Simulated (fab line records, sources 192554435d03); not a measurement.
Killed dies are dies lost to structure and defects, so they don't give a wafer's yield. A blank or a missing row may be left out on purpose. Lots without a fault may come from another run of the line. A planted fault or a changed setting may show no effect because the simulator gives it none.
Which tool did it? | flow n5_finfet | 6 lots, 18 wafers sampled, at 1 step of a route of 1938

WHAT THE GAUGES READ, wafer by wafer
N5_BEOL_M7_RS_MEAS_57: measures by four-point-probe.
lot  | measured     | on            | M7_RS (ohm/sq)
L620 | day 9 13:58  | film_metro-02 | 0.283 0.289 0.287
L625 | day 10 11:32 | film_metro-01 | 0.280 0.300 0.289
L628 | day 11 11:46 | film_metro-02 | 0.279 0.282 0.293
L631 | day 11 23:26 | film_metro-01 | 0.292 0.289 0.283
L634 | day 13 03:10 | film_metro-01 | 0.299 0.297 0.287
L642 | day 14 19:28 | film_metro-02 | 0.277 0.290 0.285

WHICH TOOL RAN EACH LOT (tool, then ch and the chambers of the sampled wafers, then the start)
The record holds no process step before these readings.

THE ANSWER, worked out from the rows above alone
Rule: what is usual is taken from the lots themselves. Put in order of their means at a reading, lots are off if they are a third of the lots or fewer, leave a main group of 4 or more, and stand apart from it by a gap of 3 or more times the standard deviation of the main group's means; of several such gaps the widest counts. A main group whose means are all the same, to the digits that the tables above print for the reading, isn't used. A lot without any number at a reading at which 4 lots or more have one is off too. The other lots that the step has rows for count as sound.
No lot is off at any reading shown: from this, nothing can be told.

WHAT THE SIMULATOR HAD PUT IN
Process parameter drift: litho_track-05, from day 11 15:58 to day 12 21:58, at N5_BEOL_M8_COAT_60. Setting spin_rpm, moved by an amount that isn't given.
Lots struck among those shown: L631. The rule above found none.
